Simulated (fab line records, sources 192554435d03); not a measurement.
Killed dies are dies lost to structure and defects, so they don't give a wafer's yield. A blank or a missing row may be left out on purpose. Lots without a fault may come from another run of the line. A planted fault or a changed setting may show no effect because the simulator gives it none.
fab line records | flow n5_finfet
record lots=11 wafers=31 last_day=18
route steps=1938 shown BEOL_M15@1824 MIM_TOP@1836 MIM_TOP_LITHO@1849 MIM_TOP_ETCH@1851 PASSIVATION@1936
lots that met no fault: from a run of the same line without faults
start_h: hours from the record's first day to the start of the lot's first wafer shown | wait_h: hours since the lot's step before | " the same as in the row above | L1.1+2: a row that stands for several wafers | - no value, or no start given | * or withheld: withheld | < > ~ a bound
route shown NAME@n: a module of which the file shows steps, and the number in the route of the first | usual: mean/standard deviation of fault-free wafers | same: alike in all rows | chamber/n: place in a boat | sites: the reading at each site | _std_site: their standard deviation | _edge_site: outer sites' mean less inner sites' | radius_mm: how far each site lies from the wafer's centre | mask NAME#n: copy n | behind: the tool/chamber that last shaped the wafer | hold: why the lot was held/for how many hours/how that ended | device: the transistor (n, p or np) that didn't switch | end of line: the same wafers' tests at the end of the route | a step without rows: its recipe alone | killed: dies lost to structure and defects at the first sort, not the wafer's yield | map: a wafer's dies, x killed, . not, _ none there
set.NAME: the setting as run; set.NAME@STEP: as run at that earlier step | model.NAME: the simulator's own value behind a step, which no gauge read
steps of the route over a sample of lots; a table a step, a row a wafer
services: from which hour (start_h, from the record's first day; less than 0 if before it) a tool's chamber was out of use, for how many hours, and why
## steps
# step N5_BEOL_M15_CMP_49
# recipe stop_on=SiO2 t_overpolish_s=4.9 down_force_psi=2 platen_rpm=80 clearing_platen_down_force_psi=2 clearing_platen_rpm=80 post_cmp_clean=cu_alkaline target_thk_nm=850 clearing_platen_pad_velocity_m_s=1.5917 pad_velocity_m_s=1.5917
# usual barrier_field_endpoint_s=11.49/0.27 motor_current_A=7.6/0.76 overpolish_run_s=4.901/0.0082
# columns lot.wafer tool chamber start_h wait_h barrier_field_endpoint_s motor_current_A overpolish_run_s
L562.2 cmp-01 2 275.25 0.4 11.60 8.4 4.903
L562.3 " 0 " " 11.12 7.8 4.906
L562.5 " 1 " " 11.52 8.4 4.909
L561.4 cmp-01 2 287.09 0.1 11.72 8.7 4.890
L561.3 " 3 " " 11.42 7.7 4.905
L561.5 " 2 " " 11.62 8.8 4.912
L563.2 cmp-02 0 290.45 0.2 11.13 7.6 4.901
L563.4 " 1 " " 11.18 6.7 4.888
L563.1 " 3 " " 11.34 7.0 4.910
L565.2 cmp-02 1 300.74 0.3 11.46 7.1 4.891
L565.3 " 2 " " 11.72 6.1 4.881
L565.6 " 3 " " 12.27 7.8 4.908
L569.2 cmp-04 3 313.26 0.2 11.39 7.8 4.909
L569.1 " 0 " " 10.91 7.5 4.915
L569.6 " 2 " " 11.35 7.0 4.888
L568.2 cmp-02 2 320.96 0.3 11.32 6.1 4.895
L568.6 " 3 " " 11.66 7.2 4.912
L568.5 " 0 " " 11.47 8.1 4.895
L580.4 cmp-01 2 371.44 0.1 11.13 8.5 4.890
L580.6 " 2 " " 11.23 9.1 4.903
L581.3 cmp-01 3 389.83 0.2 11.37 7.3 4.901
L581.2 " 0 " " 11.62 7.7 4.897
L581.6 " 2 " " 11.95 8.9 4.902
L582.2 cmp-04 3 401.57 0.2 11.57 8.0 4.893
L582.4 " 0 " " 11.11 7.5 4.899
L582.5 " 3 " " 11.57 8.4 4.906
L584.3 cmp-01 1 403.03 0.2 11.32 8.3 4.894
L584.2 " 3 " " 11.24 7.6 4.897
L584.5 " 0 " " 11.23 7.5 4.907
L583.4 cmp-01 0 408.10 0.3 11.32 7.8 4.896
L583.6 " 0 " " 11.38 7.9 4.894
# step N5_MIM_TOP_ALD_02
# recipe material=Al2O3 target_thk_a=* temp_c=withheld ald_precursor_family=TMA ald_co_reactant=O3 pulse_time_s=withheld purge_time_s=3 co_reactant_purge_time_s=withheld co_reactant_pulse_time_s=3 ald_cycles=withheld
# usual precursor_pulse_height_rel=0.999/0.02
# columns lot.wafer tool chamber start_h wait_h precursor_pulse_height_rel
L562.2 ald_hk-01 1 - - 0.983
L562.3 " 0 " " 0.995
L562.5 " 2 " " 0.988
L561.3 ald_hk-01 0 - - 1.040
L561.4 " 3 " " 0.979
L561.5 " 2 " " 0.987
L563.1 ald_hk-02 1 - - 1.025
L563.2 " 0 " " 0.999
L563.4 " 2 " " 1.008
L565.2 ald_hk-02 0 - - 0.991
L565.3 " 1 " " 0.984
L565.6 " 2 " " 0.991
L569.1 ald_hk-01 1 - - 0.972
L569.2 " 0 " " 1.019
L569.6 " 0 " " 0.996
L568.2 ald_hk-03 1 - - 0.999
L568.5 " 2 " " 1.062
L568.6 " 1 " " 1.028
L580.4 ald_hk-02 3 - - 0.985
L580.6 " 2 " " 0.988
L581.2 ald_hk-03 2 - - 1.010
L581.3 " 0 " " 1.001
L581.6 " 3 " " 1.026
L582.2 ald_hk-02 2 - - 1.009
L582.4 " 3 " " 0.982
L582.5 " 0 " " 1.007
L584.2 ald_hk-03 2 - - 0.999
L584.3 " 1 " " 0.972
L584.5 " 0 " " 0.961
L583.4 ald_hk-03 0 - - 1.024
L583.6 " 0 " " 1.024
# step N5_MIM_TOP_SPUTTER_03
# recipe material=TiN target_thk_a=350 temp_c=200 power_w=3000 chamber_pressure_pa=0.49996 gas=Ar reactive_partial_pa=0.37997 time_s=89.7
# usual cathode_dc_power_W=3000.0/0.55 throttle_valve_pct=30.8/0.86
# columns lot.wafer tool chamber start_h wait_h cathode_dc_power_W throttle_valve_pct
L562.2 pvd_sputter-01 - 279.60 0.0 3000.6 30.6
L562.3 " - " " 3000.1 29.7
L562.5 " - " " 3000.8 29.8
L561.3 pvd_sputter-01 - 292.59 0.0 2999.7 29.7
L561.4 " - " " 2999.9 30.4
L561.5 " - " " 2999.8 29.7
L563.1 pvd_sputter-03 - 294.08 0.0 3000.3 30.2
L563.2 " - " " 2999.5 31.6
L563.4 " - " " 2999.6 30.6
L565.2 pvd_sputter-03 - 303.18 0.0 3000.2 31.5
L565.3 " - " " 3000.2 30.3
L565.6 " - " " 3000.5 31.4
L569.1 pvd_sputter-03 - 316.89 0.0 3000.4 31.7
L569.2 " - " " 2999.2 30.8
L569.6 " - " " 3000.3 30.6
L568.2 pvd_sputter-03 - 326.35 0.0 3000.2 30.4
L568.5 " - " " 2999.6 31.4
L568.6 " - " " 3000.3 30.7
L580.4 pvd_sputter-02 - 375.09 0.0 3000.3 31.6
L580.6 " - " " 2999.4 29.3
L581.2 pvd_sputter-03 - 394.50 0.0 3000.5 30.4
L581.3 " - " " 2999.9 32.1
L581.6 " - " " 3001.0 30.3
L582.2 pvd_sputter-03 - 405.72 0.0 2999.5 30.7
L582.4 " - " " 2999.7 30.3
L582.5 " - " " 3000.2 31.6
L584.2 pvd_sputter-02 - 406.41 0.0 2999.7 30.4
L584.3 " - " " 2999.3 32.4
L584.5 " - " " 2999.7 29.7
L583.4 pvd_sputter-02 - 411.06 0.0 3000.2 31.4
L583.6 " - " " 3000.6 31.3
# step N5_MIM_TOP_LITHO_INSPECT_12
# recipe mode=adi inspect_instrument=macro
# usual raw_defect_count=2.1/1.5
# columns lot.wafer tool chamber start_h wait_h raw_defect_count
L562.2 defect_inspect-01 - 280.17 0.0 2
L562.3 " - " " 1
L562.5 " - " " 3
L561.3 defect_inspect-01 - 293.04 0.0 4
L561.4 " - " " 4
L561.5 " - " " 1
L563.1 defect_inspect-02 - 294.52 0.0 1
L563.2 " - " " 7
L563.4 " - " " 0
L565.2 defect_inspect-02 - 303.62 0.0 0
L565.3 " - " " 3
L565.6 " - " " 2
L569.1 defect_inspect-02 - 317.33 0.0 >300
L569.2 " - " " >300
L569.6 " - " " >300
L568.2 defect_inspect-02 - 326.92 0.0 >300
L568.5 " - " " >300
L568.6 " - " " >300
L580.4 defect_inspect-01 - 375.66 0.0 3
L580.6 " - " " 0
L581.2 defect_inspect-01 - 394.94 0.0 3
L581.3 " - " " 2
L581.6 " - " " 1
L582.2 defect_inspect-01 - 406.29 0.0 3
L582.4 " - " " 2
L582.5 " - " " 1
L584.2 defect_inspect-02 - 406.85 0.0 2
L584.3 " - " " 3
L584.5 " - " " 0
L583.4 defect_inspect-02 - 411.63 0.0 2
L583.6 " - " " 3
# step N5_MIM_TOP_ETCH_ETCH_00
# recipe chemistry=Cl2/BCl3 target=TiN target_depth_a=385 ion_energy_ev=150 pressure_mtorr=10 icp_w=1000 bias_w=126 Cl2_flow_sccm=53.25 bcl3_flow_sccm=21.75 Ar_flow_sccm=25
# usual bcl3_flow_sccm=21.74/0.065 bias_w=126.0/0.37 drypump_motor_current_A=6.0/0.48 oes_product_au=0.79/0.072 throttle_valve_pct=22.70/0.3
# columns lot.wafer tool chamber start_h wait_h bcl3_flow_sccm bias_w drypump_motor_current_A oes_product_au rf_hours_counter_h throttle_valve_pct
L562.2 rie_metal-01 1 280.29 0.1 21.70 126.1 6.3 0.96 6 21.96
L562.3 " 1 " " 21.74 126.5 6.3 0.95 - 21.96
L562.5 " 0 " " 21.68 126.3 4.7 0.87 - 22.75
L561.3 rie_metal-03 1 293.20 0.1 21.74 126.4 6.4 0.81 - 22.63
L561.4 " 0 " " 21.79 126.5 6.3 0.86 - 22.65
L561.5 " 0 " " 21.73 126.5 6.3 0.85 - 22.65
L563.1 rie_metal-02 1 294.64 0.1 21.78 125.5 6.0 0.76 47 23.13
L563.2 " 0 " " 21.71 125.8 5.6 0.70 78 22.60
L563.4 " 0 " " 21.67 126.1 5.6 0.70 - 22.60
L565.2 rie_metal-03 1 303.88 0.1 21.90 126.1 6.3 0.80 32 22.64
L565.3 " 1 " " 21.84 126.2 6.4 0.81 - 22.64
L565.6 " 0 " " 21.62 126.2 6.3 0.86 - 22.64
L569.1 rie_metal-01 0 317.46 0.1 21.76 125.3 4.7 0.86 20 22.73
L569.2 " 1 " " 21.70 125.4 6.3 0.93 9 21.97
L569.6 " 1 " " 21.72 126.1 6.2 0.93 - 21.97
L568.2 rie_metal-03 0 327.04 0.1 21.69 125.9 6.3 0.85 24 22.63
L568.5 " 0 " " 21.82 126.4 6.3 0.85 - 22.65
L568.6 " 1 " " 21.81 125.8 6.4 0.81 - 22.65
L580.4 rie_metal-03 0 375.82 0.1 21.77 126.4 6.3 0.83 - 22.66
L580.6 " 1 " " 21.83 126.3 6.4 0.77 - 22.65
L581.2 rie_metal-02 1 395.06 0.1 21.77 126.1 6.0 0.73 57 23.18
L581.3 " 1 " " 21.74 126.3 6.0 0.73 - 23.16
L581.6 " 0 " " 21.74 125.3 5.6 0.69 - 22.62
L582.2 rie_metal-03 0 406.41 0.1 21.71 125.9 6.4 0.82 30 22.67
L582.4 " 0 " " 21.64 126.3 6.3 0.83 - 22.66
L582.5 " 0 " " 21.63 125.8 6.4 0.83 - 22.67
L584.2 rie_metal-02 1 407.17 0.1 21.79 126.1 6.0 0.73 59 23.17
L584.3 " 0 " " 21.76 126.0 5.6 0.69 - 22.64
L584.5 " 0 " " 21.76 125.9 5.6 0.69 - 22.62
L583.4 rie_metal-02 0 411.79 0.1 21.74 126.5 5.6 0.67 - 22.62
L583.6 " 1 " " 21.66 125.9 6.0 0.72 - 23.16
# step N5_PASSIVATION_PROBE_49
# usual defect_limited_yield=91.3/1.5 killed_at_M0_to_M3=31/11 killed_at_M4_up=14/5.1 killed_at_contacts=12/5.6 killed_at_front_end=42/12 killed_at_other=3.8/2.9 killed_dies=103/18 killed_on_rim=14/4.5 killed_open=67/14 killed_short=33/8 sort_bin_4_leakage=0.00/0.0073 sort_bin_5_function=5.1/1 sort_bin_6_memory=3.2/0.75 sort_n_pass=1077/18 sort_yield_pct=91.3/1.5
# same gross_dies=1180 killed_at_back_side=0 sort_bin_8_speed[%]=0
# columns lot.wafer tool chamber start_h wait_h defect_limited_yield[%] killed_at_M0_to_M3 killed_at_M4_up killed_at_contacts killed_at_front_end killed_at_other killed_dies killed_on_rim killed_open killed_short sort_bin_4_leakage[%] sort_bin_5_function[%] sort_bin_6_memory[%] sort_n_pass sort_yield_pct[%]
L569.1 prober-01 - 326.26 0.0 85.7 33 19 14 33 70 169 34 63 40 0 8.6 4.1 1011 85.7
L569.2 prober-01 - 326.31 0.1 80.8 35 20 11 51 109 226 31 73 39 0 10.3 5.3 954 80.8
L569.6 prober-01 - 326.51 0.3 86.6 29 12 10 41 66 158 26 62 31 0 7.5 3.9 1022 86.6
L568.2 prober-01 - 339.47 0.1 85.7 14 12 11 58 74 169 29 69 22 0 7.5 4.1 1011 85.7
L568.5 prober-01 - 339.62 0.2 88.2 15 12 9 33 70 139 25 44 31 0 6.5 3.1 1041 88.2
L568.6 prober-01 - 339.67 0.3 83.4 19 15 7 42 113 196 28 59 26 0 9.3 4.2 984 83.4
# killed by level:class
L569.1 MIM_TOP:unspecified=63 BEOL_M0_SAQP:geometric_particle:short=14 MOL_CONTACT_COAG:geometric_particle:open=13 BEOL_M3:geometric_particle:open=7 BEOL_M0_SAQP:geometric_particle:open=6 FIN_SAQP:geometric_particle:short=5 FIN_SAQP:geometric_particle:open=5 STI_FIN_REVEAL:geometric_particle:open=5
L569.2 MIM_TOP:unspecified=108 BEOL_M0_SAQP:geometric_particle:short=13 STI_FIN_REVEAL:geometric_particle:open=11 BEOL_M0_SAQP:geometric_particle:open=9 MOL_CONTACT_COAG:geometric_particle:open=8 BEOL_M5:geometric_particle:open=7 DUMMY_GATE:geometric_particle:open=6 HKMG_FIN:area_etch=6
L569.6 MIM_TOP:unspecified=65 STI_FIN_REVEAL:geometric_particle:open=9 MOL_CONTACT_COAG:geometric_particle:open=8 BEOL_M4:geometric_particle:open=8 BEOL_M0_SAQP:geometric_particle:open=7 FIN_SAQP:geometric_particle:open=6 GATE_CUT:geometric_particle:short=6 BEOL_M0_SAQP:geometric_particle:short=6
L568.2 MIM_TOP:unspecified=70 FIN_SAQP:geometric_particle:open=15 MOL_CONTACT_COAG:geometric_particle:open=10 STI_FIN_REVEAL:geometric_particle:open=8 HKMG_FIN:area_etch=8 GATE_CUT:geometric_particle:short=6 BEOL_M2:geometric_particle:open=6 FIN_SAQP:geometric_particle:short=5
L568.5 MIM_TOP:unspecified=64 FIN_SAQP:geometric_particle:short=11 DUMMY_GATE:geometric_particle:open=7 MOL_CONTACT_COAG:geometric_particle:open=6 BEOL_M5:geometric_particle:open=6 STI_FIN_REVEAL:geometric_particle:open=4 STARTING-WAFER:geometric_particle:open=4 MOL_CONTACT_COAG:geometric_particle:short=3
L568.6 MIM_TOP:unspecified=110 FIN_SAQP:geometric_particle:open=14 FIN_SAQP:geometric_particle:short=12 BEOL_M1:geometric_particle:open=10 MOL_CONTACT_COAG:geometric_particle:open=7 BEOL_M4:geometric_particle:open=7 GATE_CUT:geometric_particle:open=6 GATE_CUT:geometric_particle:short=4
## services
# columns tool chamber start_h hours kind
cmp-01 - 257.31 0.7 repair
cmp-04 - 257.55 19.6 repair
ald_hk-02 - 262.27 0.7 repair
rie_metal-02 1 281.50 1.1 repair
cmp-01 - 290.15 2.1 repair
cmp-04 - 293.90 0.8 repair
cmp-01 - 302.33 2.1 repair
cmp-02 - 313.84 4.0 pm
cmp-02 - 317.84 - consumable_replace:conditioner
cmp-02 - 317.84 - consumable_replace:pad
cmp-04 - 326.72 2.6 repair
cmp-01 - 326.75 4.6 pm
rie_metal-03 - 333.44 0.5 repair
cmp-04 - 351.12 0.3 repair
ald_hk-03 - 354.13 1.2 pm
ald_hk-01 - 391.27 2.8 pm
cmp-04 - 406.50 6.2 pm
cmp-01 - 410.68 0.4 repair
## key
first_sign step=N5_MIM_TOP_LITHO_INSPECT_12 reading=raw_defect_count direction=up sigmas=99+ usual=2.1 struck=>300
effect step=N5_PASSIVATION_PROBE_49 reading=killed_at_other direction=up sigmas=28 usual=3.8 struck=83.7
more_kills_born_at N5_MIM_TOP_SPUTTER_03@pvd_sputter-03=480
met_at N5_MIM_TOP_SPUTTER_03
struck_lots L568,L569
not_acting_at N5_BEOL_M15_CMP_49,N5_MIM_TOP_ALD_02,N5_MIM_TOP_ETCH_ETCH_00
onset_between 303.18 316.89
fault kind=chamber_particle_source tool=pvd_sputter-03 chamber=- onset_h=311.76 steps=N5_MIM_TOP_SPUTTER_03 rate_per_visit_cm2=1.1251 end_h=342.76
